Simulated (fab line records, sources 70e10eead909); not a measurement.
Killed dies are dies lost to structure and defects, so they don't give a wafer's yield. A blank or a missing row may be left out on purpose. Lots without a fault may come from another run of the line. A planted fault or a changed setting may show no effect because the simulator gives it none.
Chamber matching | flow nand_harc | NHARC_A_CHANNEL_FILL_D1_CMP_10 on cmp-03: 4 sister chambers
The step polishes, target thk 150 nm. 4 wafers are shown with their chamber, then 7 later ones without.

WAFERS WITH THEIR CHAMBER
wafer  | chamber | motor_current_A (A)
L085.3 | 1       | 11.2
L085.6 | 0       | 13.8
L089.1 | 3       | 11.3
L089.2 | 2       | 11.9

WAFERS WITHOUT THEIR CHAMBER
wafer  | motor_current_A (A)
L089.4 | 13.2
L093.1 | 12.7
L093.4 | 12.2
L093.5 | 11.4
L095.2 | 13.3
L095.4 | 11.9
L095.6 | 12.0

WHICH CHAMBER EACH WENT THROUGH
wafer  | from the rows above               | in truth
L089.4 | can't be placed: 0 or 2           | 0
L093.1 | can't be placed: 2 or 0 or 3 or 1 | 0
L093.4 | can't be placed: 2 or 3 or 1      | 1
L093.5 | can't be placed: 3 or 1 or 2      | 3
L095.2 | 0                                 | 0
L095.4 | can't be placed: 2 or 3 or 1      | 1
L095.6 | can't be placed: 2 or 3 or 1      | 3
Placed correctly: 1 of 7. Can't be placed from these rows: 6 (the true chamber is among the candidates in 6). Placed wrongly: 0.
How it was worked out, from the rows above alone: a wafer's distance from a chamber is the root of the sum, over the readings, of the square of ((its reading less the chamber's mean) divided by the reading's scatter). The wafer belongs to the nearest chamber; if the next one is less than 2 further off, it can't be placed. A chamber's mean is the mean of its shown wafers. The scatter: with one shown wafer a chamber, the root of the mean of the squares of how far each hidden wafer lies from its nearest shown one.
